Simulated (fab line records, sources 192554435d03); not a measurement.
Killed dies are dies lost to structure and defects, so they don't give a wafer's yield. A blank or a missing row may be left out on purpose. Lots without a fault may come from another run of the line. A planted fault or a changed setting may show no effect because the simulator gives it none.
Which tool did it? | flow n5_finfet | 11 lots, 32 wafers sampled, at 5 steps of a route of 1938

WHAT THE GAUGES READ, wafer by wafer
The record holds no reading of a measuring or inspecting step that can be judged against a usual standard deviation.

WHICH TOOL RAN EACH LOT (tool, then ch and the chambers of the sampled wafers, then the start)
lot  | N5_BEOL_M6_HM_DEP_02         | N5_BEOL_M6_STRIP_67                | N5_BEOL_M6_STRIP_19                | N5_BEOL_M6_EXPOSE_25              | N5_PASSIVATION_PROBE_49
L130 | pvd_sputter-01, day 8 16:58  | rie_diel-02 ch 1,2,3, day 8 18:15  | rie_diel-03 ch 1,2,3, day 8 18:33  | euv_scanner-01 ch 0, day 8 18:47  | -
L132 | pvd_sputter-02, day 9 03:59  | rie_diel-06 ch 0,3, day 9 04:42    | rie_diel-03 ch 0,2, day 9 04:51    | euv_scanner-01 ch 0, day 9 05:16  | prober-01, day 12 19:14
L134 | pvd_sputter-02, day 9 23:32  | rie_diel-02 ch 0,2,3, day 10 00:14 | rie_diel-06 ch 1,2,3, day 10 00:23 | euv_scanner-02 ch 0, day 10 03:13 | prober-02, day 13 21:02
L135 | pvd_sputter-02, day 10 04:17 | rie_diel-02 ch 1,2, day 10 05:07   | rie_diel-03 ch 2,3, day 10 05:16   | euv_scanner-01 ch 0, day 10 05:39 | -
L137 | pvd_sputter-01, day 10 13:25 | rie_diel-03 ch 1,2, day 10 14:08   | rie_diel-02 ch 0,1, day 10 14:17   | euv_scanner-01 ch 0, day 10 14:39 | -
L138 | pvd_sputter-03, day 10 15:18 | rie_diel-02 ch 0,2,3, day 10 16:00 | rie_diel-02 ch 0,1,3, day 10 16:14 | euv_scanner-01 ch 0, day 10 17:14 | -
L143 | pvd_sputter-02, day 12 08:13 | rie_diel-06 ch 0,2, day 12 09:02   | rie_diel-03 ch 0,2, day 12 09:11   | euv_scanner-02 ch 0, day 12 12:44 | -
L145 | pvd_sputter-01, day 12 17:10 | rie_diel-02 ch 1,3, day 12 18:12   | rie_diel-02 ch 0,3, day 12 18:21   | euv_scanner-02 ch 0, day 12 23:50 | prober-01, day 16 09:04
L146 | pvd_sputter-01, day 12 20:48 | rie_diel-06 ch 1,2, day 12 21:31   | rie_diel-02 ch 0,3, day 12 21:41   | euv_scanner-02 ch 0, day 12 23:56 | -
L147 | pvd_sputter-02, day 13 00:07 | rie_diel-03 ch 0,1,3, day 13 01:29 | rie_diel-06 ch 1,2,3, day 13 01:44 | euv_scanner-02 ch 0, day 13 01:59 | prober-02, day 16 18:58
L150 | pvd_sputter-01, day 14 05:11 | rie_diel-02 ch 1,2, day 14 05:55   | rie_diel-02 ch 0,1, day 14 06:04   | euv_scanner-02 ch 0, day 14 06:26 | -
- N5_BEOL_M6_HM_DEP_02: deposits TiN, target thk 20 nm.
- N5_BEOL_M6_STRIP_67: strips in CF4.
- N5_BEOL_M6_STRIP_19: strips in O2.
- N5_BEOL_M6_EXPOSE_25: exposes mask V5, target cd 40 nm.
- N5_PASSIVATION_PROBE_49

WHAT THE TOOLS THEMSELVES READ (means of the sampled wafers that have a number; where no wafer has one, the mark that the record gives instead)
N5_BEOL_M6_HM_DEP_02. Usual: throttle_valve_pct 30.1 %, standard deviation 1.
lot  | tool           | throttle_valve_pct (%) | flag
L130 | pvd_sputter-01 | 31.3                   |
L132 | pvd_sputter-02 | 29.5                   |
L134 | pvd_sputter-02 | 29.9                   |
L135 | pvd_sputter-02 | 29.8                   |
L137 | pvd_sputter-01 | 31.4                   |
L138 | pvd_sputter-03 | 29.4                   |
L143 | pvd_sputter-02 | 29.7                   |
L145 | pvd_sputter-01 | 32.0                   |
L146 | pvd_sputter-01 | 32.3                   |
L147 | pvd_sputter-02 | 29.6                   |
L150 | pvd_sputter-01 | 30.7                   |

N5_BEOL_M6_STRIP_67. Usual: drypump_motor_current_A 5.6 A, standard deviation 0.43; oes_product_au 0.80 a.u., standard deviation 0.08; rf_vpp_V 271.1 V, standard deviation 1.4; showerhead_plenum_p_Torr 1.80 Torr, standard deviation 0.053; throttle_valve_pct 13.58 %, standard deviation 0.22.
lot  | tool        | drypump_motor_current_A (A) | oes_product_au (a.u.) | rf_vpp_V (V) | showerhead_plenum_p_Torr (Torr) | throttle_valve_pct (%) | flag
L130 | rie_diel-02 | 5.7                         | 0.82                  | 270.5        | 1.79                            | 13.55                  |
L132 | rie_diel-06 | 5.5                         | 0.78                  | 270.5        | 1.77                            | 13.61                  |
L134 | rie_diel-02 | 5.4                         | 0.85                  | 270.8        | 1.77                            | 13.44                  |
L135 | rie_diel-02 | 6.0                         | 0.78                  | 269.7        | 1.78                            | 13.65                  |
L137 | rie_diel-03 | 6.0                         | 0.71                  | 271.6        | 1.80                            | 14.00                  |
L138 | rie_diel-02 | 5.4                         | 0.85                  | 270.7        | 1.76                            | 13.45                  |
L143 | rie_diel-06 | 5.7                         | 0.75                  | 270.8        | 1.81                            | 13.48                  |
L145 | rie_diel-02 | 5.6                         | 0.76                  | 271.3        | 1.81                            | 13.70                  |
L146 | rie_diel-06 | 5.4                         | 0.81                  | 273.7        | 1.87                            | 13.43                  |
L147 | rie_diel-03 | 5.9                         | 0.88                  | 271.6        | 1.83                            | 13.47                  |
L150 | rie_diel-02 | 6.0                         | 0.74                  | 270.5        | 1.77                            | 13.74                  |

N5_BEOL_M6_STRIP_19. Usual: drypump_motor_current_A 5.6 A, standard deviation 0.42; oes_product_au 0.79 a.u., standard deviation 0.08; rf_vpp_V 3.6 V, standard deviation 0.64; showerhead_plenum_p_Torr 2.10 Torr, standard deviation 0.059; throttle_valve_pct 16.70 %, standard deviation 0.22.
lot  | tool        | drypump_motor_current_A (A) | oes_product_au (a.u.) | rf_vpp_V (V) | showerhead_plenum_p_Torr (Torr) | throttle_valve_pct (%) | flag
L130 | rie_diel-03 | 6.0                         | 0.77                  | 3.7          | 2.13                            | 16.81                  |
L132 | rie_diel-03 | 5.5                         | 0.74                  | 3.5          | 2.10                            | 16.67                  |
L134 | rie_diel-06 | 5.2                         | 0.83                  | 3.4          | 2.14                            | 16.65                  |
L135 | rie_diel-03 | 5.7                         | 0.78                  | 3.5          | 2.15                            | 16.63                  |
L137 | rie_diel-02 | 5.8                         | 0.79                  | 3.7          | 2.07                            | 16.67                  |
L138 | rie_diel-02 | 5.5                         | 0.81                  | 3.2          | 2.09                            | 16.63                  |
L143 | rie_diel-03 | 5.4                         | 0.89                  | 3.7          | 2.20                            | 16.42                  |
L145 | rie_diel-02 | 5.2                         | 0.82                  | 3.1          | 2.08                            | 16.64                  |
L146 | rie_diel-02 | 5.1                         | 0.81                  | 4.3          | 2.09                            | 16.66                  |
L147 | rie_diel-06 | 5.2                         | 0.80                  | 3.3          | 2.13                            | 16.68                  |
L150 | rie_diel-02 | 5.5                         | 0.80                  | 3.3          | 2.04                            | 16.67                  |

N5_BEOL_M6_EXPOSE_25. Usual: exposure_dose_mJ_cm2 44.90, standard deviation 0.048.
lot  | tool           | exposure_dose_mJ_cm2 | flag
L130 | euv_scanner-01 | 44.96                |
L132 | euv_scanner-01 | 44.89                |
L134 | euv_scanner-02 | 44.90                |
L135 | euv_scanner-01 | 44.86                |
L137 | euv_scanner-01 | 45.61                | OFF
L138 | euv_scanner-01 | 45.46                | OFF
L143 | euv_scanner-02 | 44.95                |
L145 | euv_scanner-02 | 44.91                |
L146 | euv_scanner-02 | 44.89                |
L147 | euv_scanner-02 | 44.96                |
L150 | euv_scanner-02 | 44.89                |

N5_PASSIVATION_PROBE_49. Usual: defect_limited_yield 91.0 %, standard deviation 1.4; killed_at_M0_to_M3 35, standard deviation 10; killed_at_M4_up 13, standard deviation 6; killed_at_contacts 13, standard deviation 6.4; killed_at_front_end 42, standard deviation 12; killed_at_other 3.2, standard deviation 2.4; killed_dies 107, standard deviation 17; killed_open 69, standard deviation 13; killed_short 33, standard deviation 7.3; sort_bin_4_leakage 0.00 %, standard deviation 0.022; sort_bin_5_function 5.3 %, standard deviation 0.92; sort_bin_6_memory 3.3 %, standard deviation 0.66; sort_n_pass 1073, standard deviation 17; sort_yield_pct 90.9 %, standard deviation 1.4.
lot  | tool      | defect_limited_yield (%) | killed_at_M0_to_M3 | killed_at_M4_up | killed_at_contacts | killed_at_front_end | killed_at_other | killed_dies | killed_open | killed_short | sort_bin_4_leakage (%) | sort_bin_5_function (%) | sort_bin_6_memory (%) | sort_n_pass | sort_yield_pct (%) | flag
L132 | prober-01 | 90.7                     | 32                 | 22              | 6                  | 46                  | 3.0             | 110         | 71          | 33           | 0.00                   | 5.4                     | 3.4                   | 1070        | 90.7               |
L134 | prober-02 | 90.8                     | 44                 | 9               | 10                 | 41                  | 5.7             | 109         | 72          | 28           | 0.06                   | 5.8                     | 3.0                   | 1070        | 90.7               |
L145 | prober-01 | 92.0                     | 37                 | 23              | 10                 | 21                  | 3.0             | 94          | 64          | 27           | 0.00                   | 4.5                     | 3.3                   | 1086        | 92.0               |
L147 | prober-02 | 91.9                     | 26                 | 11              | 9                  | 46                  | 3.0             | 95          | 65          | 23           | 0.00                   | 4.6                     | 2.6                   | 1085        | 91.9               |

THE ANSWER, worked out from the rows above alone
Rule: a lot is off if the mean of its wafers that have a number lies more than 3 standard deviations from the usual mean. A lot without any number at a reading at which 4 lots or more have one is off too. The other lots that the step has rows for count as sound. The gauges are gone through in route order, then the tools' own readings, and for those a lot's mean is taken as printed above. The first step at which some lot is off is used, and at that step the reading that is off furthest; a lot without a number counts as furthest.
Off: L137, L138, at N5_BEOL_M6_EXPOSE_25 (exposure_dose_mJ_cm2).
A tool fits if, at that step or a process step before it, it ran every lot that is off, and no sound lot after the first of them. One fits: euv_scanner-01 at N5_BEOL_M6_EXPOSE_25. Its last sound lot is L135 (day 10 05:39), its first lot that is off L137 (day 10 14:39): a fault that began between those two fits.
The tool's own readings at N5_BEOL_M6_EXPOSE_25 bear it out: on the lots that are off they differ by more than 5 times the standard deviation of the sound lots' means. exposure_dose_mJ_cm2 reads 45.53 there against 44.91 on the sound lots.

WHAT THE SIMULATOR HAD PUT IN
Process parameter drift: euv_scanner-01, from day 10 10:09 on, at N5_BEOL_M6_EXPOSE_25. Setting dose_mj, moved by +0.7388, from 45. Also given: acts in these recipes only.
Lots struck among those shown: L137, L138. The rule above found the same.
